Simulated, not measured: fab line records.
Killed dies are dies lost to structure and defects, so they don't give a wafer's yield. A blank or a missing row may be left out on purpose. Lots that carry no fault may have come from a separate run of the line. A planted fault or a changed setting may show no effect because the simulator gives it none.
Which of the tools did it? || flow nand-harc || 12 lots with 36 wafers sampled at 6 steps, on a route of 1159 steps

== WHAT THE GAUGES READ, wafer by wafer ==
NHARC_A_ZERO_WELL_INSPECT_17.
{"lot": "L336", "measured": "day 6 17:25", "on": "defect-inspect-02", "raw-defect-count": "6 11 5"}
{"lot": "L337", "measured": "day 7 06:25", "on": "defect-inspect-02", "raw-defect-count": "7 14 16"}
{"lot": "L338", "measured": "day 7 07:05", "on": "defect-inspect-02", "raw-defect-count": "12 16 19"}
{"lot": "L339", "measured": "day 7 08:06", "on": "defect-inspect-02", "raw-defect-count": "4 5 2"}
{"lot": "L340", "measured": "day 8 00:06", "on": "defect-inspect-02", "raw-defect-count": "10 10 20"}
{"lot": "L343", "measured": "day 8 06:59", "on": "defect-inspect-01", "raw-defect-count": "6 9 15"}
{"lot": "L347", "measured": "day 9 07:22", "on": "defect-inspect-01", "raw-defect-count": "6 5 2"}
{"lot": "L350", "measured": "day 9 20:45", "on": "defect-inspect-02", "raw-defect-count": "3 10 2"}
{"lot": "L351", "measured": "day 10 13:19", "on": "defect-inspect-01", "raw-defect-count": "5 4 8"}
{"lot": "L356", "measured": "day 11 15:07", "on": "defect-inspect-02", "raw-defect-count": "5 9 9"}
{"lot": "L357", "measured": "day 11 20:22", "on": "defect-inspect-02", "raw-defect-count": "3 13 7"}
{"lot": "L358", "measured": "day 12 01:29", "on": "defect-inspect-01", "raw-defect-count": "7 3 11"}

NHARC_A_ONON_D1_THK_MEAS_05: measures by ellipsometry.
{"lot": "L336", "measured": "day 7 15:51", "on": "film-metro-01", "thk-nm (nm)": "993 992 995"}
{"lot": "L337", "measured": "day 8 04:34", "on": "film-metro-02", "thk-nm (nm)": "986 985 987"}
{"lot": "L338", "measured": "day 8 04:32", "on": "film-metro-01", "thk-nm (nm)": "1013 1014 1016"}
{"lot": "L339", "measured": "day 8 04:32", "on": "film-metro-02", "thk-nm (nm)": "1006 1006 1004"}
{"lot": "L340", "measured": "day 8 21:02", "on": "film-metro-02", "thk-nm (nm)": "998 999 1000"}
{"lot": "L343", "measured": "day 9 05:02", "on": "film-metro-02", "thk-nm (nm)": "1003 1005 1003"}
{"lot": "L347", "measured": "day 10 07:17", "on": "film-metro-01", "thk-nm (nm)": "991 993 990"}
{"lot": "L350", "measured": "day 10 18:18", "on": "film-metro-02", "thk-nm (nm)": "403 402 402"}
{"lot": "L351", "measured": "day 11 12:09", "on": "film-metro-02", "thk-nm (nm)": "387 387 387"}
{"lot": "L356", "measured": "day 12 14:27", "on": "film-metro-02", "thk-nm (nm)": "997 997 996"}
{"lot": "L357", "measured": "day 12 20:37", "on": "film-metro-01", "thk-nm (nm)": "997 996 996"}
{"lot": "L358", "measured": "day 12 20:54", "on": "film-metro-01", "thk-nm (nm)": "995 996 997"}

NHARC_END_SORT_01.
{"lot": "L350", "measured": "day 22 08:06", "on": "prober-01", "killed-at-array": "676 676 674", "killed-at-other": "0 0 0", "killed-at-periphery": "1 1 3", "killed-dies": "677 677 677", "killed-open": "2 6 6", "killed-short": "2 4 7"}
{"lot": "L351", "measured": "day 22 22:02", "on": "prober-02", "killed-at-array": "669 670 675", "killed-at-other": "1 0 0", "killed-at-periphery": "7 7 2", "killed-dies": "677 677 677", "killed-open": "2 6 3", "killed-short": "2 0 2"}

== EACH LOT AND THE TOOL THAT RAN IT (in order: tool; ch and the chambers of the sampled wafers; start) ==
{"lot": "L336", "NHARC_A_ZERO_WELL_DESCUM_12": "rie-diel-05 ch 1,3, day 6 16:07", "NHARC_A_ZERO_WELL_RTA_16": "rtp-anneal-02 ch 0, day 6 17:14", "NHARC_A_ONON_D1_DEP_03": "pecvd-onon-01 ch 0, day 7 15:21"}
{"lot": "L337", "NHARC_A_ZERO_WELL_DESCUM_12": "rie-diel-11 ch 0,1,3, day 7 05:07", "NHARC_A_ZERO_WELL_RTA_16": "rtp-anneal-01 ch 0, day 7 06:18", "NHARC_A_ONON_D1_DEP_03": "pecvd-onon-01 ch 0, day 8 04:13"}
{"lot": "L338", "NHARC_A_ZERO_WELL_DESCUM_12": "rie-diel-05 ch 1,2, day 7 05:43", "NHARC_A_ZERO_WELL_RTA_16": "rtp-anneal-01 ch 0, day 7 06:53", "NHARC_A_ONON_D1_DEP_03": "pecvd-onon-03 ch 0, day 8 04:01"}
{"lot": "L339", "NHARC_A_ZERO_WELL_DESCUM_12": "rie-diel-10 ch 0,2, day 7 06:47", "NHARC_A_ZERO_WELL_RTA_16": "rtp-anneal-02 ch 0, day 7 07:54", "NHARC_A_ONON_D1_DEP_03": "pecvd-onon-02 ch 0, day 8 04:01"}
{"lot": "L340", "NHARC_A_ZERO_WELL_DESCUM_12": "rie-diel-11 ch 0,3, day 7 22:46", "NHARC_A_ZERO_WELL_RTA_16": "rtp-anneal-02 ch 0, day 7 23:56", "NHARC_A_ONON_D1_DEP_03": "pecvd-onon-02 ch 0, day 8 20:35"}
{"lot": "L343", "NHARC_A_ZERO_WELL_DESCUM_12": "rie-diel-11 ch 0,1,2, day 8 05:40", "NHARC_A_ZERO_WELL_RTA_16": "rtp-anneal-02 ch 0, day 8 06:47", "NHARC_A_ONON_D1_DEP_03": "pecvd-onon-02 ch 0, day 9 04:32"}
{"lot": "L347", "NHARC_A_ZERO_WELL_DESCUM_12": "rie-diel-10 ch 1,2,3, day 9 06:04", "NHARC_A_ZERO_WELL_RTA_16": "rtp-anneal-02 ch 0, day 9 07:10", "NHARC_A_ONON_D1_DEP_03": "pecvd-onon-03 ch 0, day 10 06:46"}
{"lot": "L350", "NHARC_A_ZERO_WELL_DESCUM_12": "rie-diel-11 ch 0,2, day 9 19:25", "NHARC_A_ZERO_WELL_RTA_16": "rtp-anneal-01 ch 0, day 9 20:34", "NHARC_A_ONON_D1_DEP_03": "pecvd-onon-02 ch 0, day 10 17:47"}
{"lot": "L351", "NHARC_A_ZERO_WELL_DESCUM_12": "rie-diel-10 ch 0,1, day 10 11:50", "NHARC_A_ZERO_WELL_RTA_16": "rtp-anneal-02 ch 0, day 10 13:08", "NHARC_A_ONON_D1_DEP_03": "pecvd-onon-02 ch 0, day 11 11:40"}
{"lot": "L356", "NHARC_A_ZERO_WELL_DESCUM_12": "rie-diel-11 ch 0,1,3, day 11 13:43", "NHARC_A_ZERO_WELL_RTA_16": "rtp-anneal-02 ch 0, day 11 14:57", "NHARC_A_ONON_D1_DEP_03": "pecvd-onon-03 ch 0, day 12 14:04"}
{"lot": "L357", "NHARC_A_ZERO_WELL_DESCUM_12": "rie-diel-05 ch 2,3, day 11 19:04", "NHARC_A_ZERO_WELL_RTA_16": "rtp-anneal-02 ch 0, day 11 20:12", "NHARC_A_ONON_D1_DEP_03": "pecvd-onon-03 ch 0, day 12 20:10"}
{"lot": "L358", "NHARC_A_ZERO_WELL_DESCUM_12": "rie-diel-10 ch 0,2,3, day 12 00:09", "NHARC_A_ZERO_WELL_RTA_16": "rtp-anneal-02 ch 0, day 12 01:17", "NHARC_A_ONON_D1_DEP_03": "pecvd-onon-01 ch 0, day 12 20:23"}
- NHARC_A_ZERO_WELL_DESCUM_12: chemistry O2, time 3 s.
- NHARC_A_ZERO_WELL_RTA_16: time 10 s.
- NHARC_A_ONON_D1_DEP_03: target thk 1000 nm.

== WHAT THE TOOLS THEMSELVES READ (means of the sampled wafers that have a number; where no wafer has one, the mark that the record gives instead) ==
NHARC_A_ZERO_WELL_DESCUM_12.
{"lot": "L336", "tool": "rie-diel-05", "drypump-motor-current-A (A)": 5.8, "mfc-ar-sccm (sccm)": 0.022, "o2-flow-sccm (sccm)": 199.4, "oes-product-au (a.u.)": 1.003, "rf-vpp-V (V)": 58.3, "showerhead-plenum-p-Torr (Torr)": 1.89, "throttle-valve-pct (%)": 11.312}
{"lot": "L337", "tool": "rie-diel-11", "drypump-motor-current-A (A)": 6.2, "mfc-ar-sccm (sccm)": 0.006, "o2-flow-sccm (sccm)": 200.3, "oes-product-au (a.u.)": 1.008, "rf-vpp-V (V)": 58.3, "showerhead-plenum-p-Torr (Torr)": 1.96, "throttle-valve-pct (%)": 11.307}
{"lot": "L338", "tool": "rie-diel-05", "drypump-motor-current-A (A)": 5.6, "mfc-ar-sccm (sccm)": 0.021, "o2-flow-sccm (sccm)": 200.0, "oes-product-au (a.u.)": 1.002, "rf-vpp-V (V)": 57.7, "showerhead-plenum-p-Torr (Torr)": 1.87, "throttle-valve-pct (%)": 11.311}
{"lot": "L339", "tool": "rie-diel-10", "drypump-motor-current-A (A)": 5.2, "mfc-ar-sccm (sccm)": 0.018, "o2-flow-sccm (sccm)": 199.8, "oes-product-au (a.u.)": 1.003, "rf-vpp-V (V)": 58.1, "showerhead-plenum-p-Torr (Torr)": 1.97, "throttle-valve-pct (%)": 11.313}
{"lot": "L340", "tool": "rie-diel-11", "drypump-motor-current-A (A)": 6.4, "mfc-ar-sccm (sccm)": 0.012, "o2-flow-sccm (sccm)": 199.7, "oes-product-au (a.u.)": 1.004, "rf-vpp-V (V)": 57.7, "showerhead-plenum-p-Torr (Torr)": 1.93, "throttle-valve-pct (%)": 11.311}
{"lot": "L343", "tool": "rie-diel-11", "drypump-motor-current-A (A)": 5.9, "mfc-ar-sccm (sccm)": 0.000, "o2-flow-sccm (sccm)": 200.3, "oes-product-au (a.u.)": 1.010, "rf-vpp-V (V)": 58.2, "showerhead-plenum-p-Torr (Torr)": 1.94, "throttle-valve-pct (%)": 11.307}
{"lot": "L347", "tool": "rie-diel-10", "drypump-motor-current-A (A)": 5.5, "mfc-ar-sccm (sccm)": 0.009, "o2-flow-sccm (sccm)": 200.0, "oes-product-au (a.u.)": 0.999, "rf-vpp-V (V)": 57.9, "showerhead-plenum-p-Torr (Torr)": 1.98, "throttle-valve-pct (%)": 11.316}
{"lot": "L350", "tool": "rie-diel-11", "drypump-motor-current-A (A)": 5.7, "mfc-ar-sccm (sccm)": 0.000, "o2-flow-sccm (sccm)": 200.5, "oes-product-au (a.u.)": 1.008, "rf-vpp-V (V)": 57.4, "showerhead-plenum-p-Torr (Torr)": 1.88, "throttle-valve-pct (%)": 11.316}
{"lot": "L351", "tool": "rie-diel-10", "drypump-motor-current-A (A)": 5.4, "mfc-ar-sccm (sccm)": 0.003, "o2-flow-sccm (sccm)": 200.4, "oes-product-au (a.u.)": 0.998, "rf-vpp-V (V)": 57.6, "showerhead-plenum-p-Torr (Torr)": 1.93, "throttle-valve-pct (%)": 11.313}
{"lot": "L356", "tool": "rie-diel-11", "drypump-motor-current-A (A)": 6.3, "mfc-ar-sccm (sccm)": 0.006, "o2-flow-sccm (sccm)": 200.3, "oes-product-au (a.u.)": 1.015, "rf-vpp-V (V)": 57.3, "showerhead-plenum-p-Torr (Torr)": 1.96, "throttle-valve-pct (%)": 11.313}
{"lot": "L357", "tool": "rie-diel-05", "drypump-motor-current-A (A)": 6.4, "mfc-ar-sccm (sccm)": 0.011, "o2-flow-sccm (sccm)": 200.2, "oes-product-au (a.u.)": 1.000, "rf-vpp-V (V)": 57.9, "showerhead-plenum-p-Torr (Torr)": 1.97, "throttle-valve-pct (%)": 11.314}
{"lot": "L358", "tool": "rie-diel-10", "drypump-motor-current-A (A)": 5.4, "mfc-ar-sccm (sccm)": 0.009, "o2-flow-sccm (sccm)": 199.6, "oes-product-au (a.u.)": 1.000, "rf-vpp-V (V)": 58.3, "showerhead-plenum-p-Torr (Torr)": 1.98, "throttle-valve-pct (%)": 11.309}

NHARC_A_ZERO_WELL_RTA_16.
{"lot": "L336", "tool": "rtp-anneal-02", "anneal-temp-c-max": 1004.5, "lamp-power-pct (%)": 28.00, "wafer_temp_C_max": 1005.8}
{"lot": "L337", "tool": "rtp-anneal-01", "anneal-temp-c-max": 1004.3, "lamp-power-pct (%)": 27.56, "wafer_temp_C_max": 1003.4}
{"lot": "L338", "tool": "rtp-anneal-01", "anneal-temp-c-max": 1004.5, "lamp-power-pct (%)": 27.61, "wafer_temp_C_max": 1003.5}
{"lot": "L339", "tool": "rtp-anneal-02", "anneal-temp-c-max": 1004.1, "lamp-power-pct (%)": 27.98, "wafer_temp_C_max": 1005.5}
{"lot": "L340", "tool": "rtp-anneal-02", "anneal-temp-c-max": 1003.4, "lamp-power-pct (%)": 27.99, "wafer_temp_C_max": 1006.3}
{"lot": "L343", "tool": "rtp-anneal-02", "anneal-temp-c-max": 1004.2, "lamp-power-pct (%)": 27.99, "wafer_temp_C_max": 1006.2}
{"lot": "L347", "tool": "rtp-anneal-02", "anneal-temp-c-max": 1004.7, "lamp-power-pct (%)": 27.97, "wafer_temp_C_max": 1005.6}
{"lot": "L350", "tool": "rtp-anneal-01", "anneal-temp-c-max": 1003.7, "lamp-power-pct (%)": 27.56, "wafer_temp_C_max": 1003.0}
{"lot": "L351", "tool": "rtp-anneal-02", "anneal-temp-c-max": 1003.4, "lamp-power-pct (%)": 27.99, "wafer_temp_C_max": 1006.0}
{"lot": "L356", "tool": "rtp-anneal-02", "anneal-temp-c-max": 1003.8, "lamp-power-pct (%)": 27.97, "wafer_temp_C_max": 1005.4}
{"lot": "L357", "tool": "rtp-anneal-02", "anneal-temp-c-max": 1004.0, "lamp-power-pct (%)": 27.98, "wafer_temp_C_max": 1005.2}
{"lot": "L358", "tool": "rtp-anneal-02", "anneal-temp-c-max": 1003.5, "lamp-power-pct (%)": 27.99, "wafer_temp_C_max": 1006.9}

NHARC_A_ONON_D1_DEP_03.
{"lot": "L336", "tool": "pecvd-onon-01", "sih4-flow-sccm (sccm)": 210.3}
{"lot": "L337", "tool": "pecvd-onon-01", "sih4-flow-sccm (sccm)": 209.0}
{"lot": "L338", "tool": "pecvd-onon-03", "sih4-flow-sccm (sccm)": 210.1}
{"lot": "L339", "tool": "pecvd-onon-02", "sih4-flow-sccm (sccm)": 210.4}
{"lot": "L340", "tool": "pecvd-onon-02", "sih4-flow-sccm (sccm)": 210.1}
{"lot": "L343", "tool": "pecvd-onon-02", "sih4-flow-sccm (sccm)": 211.3}
{"lot": "L347", "tool": "pecvd-onon-03", "sih4-flow-sccm (sccm)": 209.8}
{"lot": "L350", "tool": "pecvd-onon-02", "sih4-flow-sccm (sccm)": 210.2}
{"lot": "L351", "tool": "pecvd-onon-02", "sih4-flow-sccm (sccm)": 210.2}
{"lot": "L356", "tool": "pecvd-onon-03", "sih4-flow-sccm (sccm)": 210.7}
{"lot": "L357", "tool": "pecvd-onon-03", "sih4-flow-sccm (sccm)": 210.7}
{"lot": "L358", "tool": "pecvd-onon-01", "sih4-flow-sccm (sccm)": 209.3}

== THE ANSWER, worked out from the rows above alone ==
Rule: the lots themselves supply what counts as usual. The widest of any qualifying gaps counts: lots, ordered by their means at a reading, are off when they make up no more than a third of the lots, leave a main group of 4 or more, and stand apart from it by 3 or more times the standard deviation of that group's means. Not used: any main group whose means are identical at the precision the tables above print for the reading. A lot without any number at a reading at which 4 lots or more have one is off too. All remaining lots with rows at the step are treated as sound. First the gauges in route order, then the tools' own readings, where a lot's mean is used as printed above. The first step at which some lot is off is used, and at that step the reading that is off furthest; a lot without a number counts as furthest.
Off: L350, L351, at NHARC_A_ONON_D1_THK_MEAS_05 (thk-nm). The main group has a mean of 998 nm with a standard deviation of 7.6.
If a tool, at a process step before that reading, ran all the lots that are off and no sound lot after the first of them, it fits. The gauges at NHARC_A_ONON_D1_THK_MEAS_05 are tried like those tools. One candidate fits, namely pecvd-onon-02 at NHARC_A_ONON_D1_DEP_03. A fault onset in the window from L343 (day 9 04:32, its last sound lot) to L350 (day 10 17:47, its first lot off) fits.

== WHAT THE SIMULATOR HAD INSERTED ==
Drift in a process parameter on pecvd-onon-02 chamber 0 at NHARC_A_ONON_D1_DEP_03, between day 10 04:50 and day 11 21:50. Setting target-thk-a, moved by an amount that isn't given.
Lots struck among those shown: L350, L351. The rule above reached the same finding.
